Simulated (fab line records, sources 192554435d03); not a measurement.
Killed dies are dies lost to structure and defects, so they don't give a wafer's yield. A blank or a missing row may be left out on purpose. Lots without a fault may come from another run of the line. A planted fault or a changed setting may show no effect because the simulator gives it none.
Chamber matching | flow n5_finfet | N5_BEOL_M10_ALD_74 on ald_metal-01: 4 sister chambers
The step deposits TaN, target thk 2 nm, pulse time 2 s, purge time 3 s. 7 wafers are shown with their chamber, then 8 later ones without.

WAFERS WITH THEIR CHAMBER
wafer  | chamber | heater_power_w (W) | precursor_vessel_temp_c (C)
L086.6 | 1       | 438                | 75.10
L091.3 | 2       | 336                | 75.09
L091.5 | 3       | 369                | 74.98
L093.3 | 0       | 530                | 75.11
L093.5 | 1       | 433                | 74.90
L093.6 | 0       | 521                | 75.19
L090.3 | 2       | 325                | 75.11

WAFERS WITHOUT THEIR CHAMBER
wafer  | heater_power_w (W) | precursor_vessel_temp_c (C)
L090.4 | 515                | 75.03
L090.6 | 429                | 74.94
L095.2 | 524                | 74.74
L095.5 | 528                | 74.94
L095.6 | 435                | 74.92
L096.4 | 514                | 75.27
L096.5 | 512                | 75.14
L096.6 | 367                | 75.06

WHICH CHAMBER EACH WENT THROUGH
wafer  | from the rows above | in truth
L090.4 | 0                   | 0
L090.6 | 1                   | 1
L095.2 | 0                   | 0
L095.5 | 0                   | 0
L095.6 | 1                   | 1
L096.4 | 0                   | 0
L096.5 | 0                   | 0
L096.6 | 3                   | 3
Placed correctly: 8 of 8. Can't be placed from these rows: 0. Placed wrongly: 0.
How it was worked out, from the rows above alone: a wafer's distance from a chamber is the root of the sum, over the readings, of the square of ((its reading less the chamber's mean) divided by the reading's scatter). The wafer belongs to the nearest chamber; if the next one is less than 2 further off, it can't be placed. A chamber's mean is the mean of its shown wafers. The scatter: the root of (the sum of the squares of (reading less its chamber's mean) over the shown wafers, divided by (wafers less chambers)).
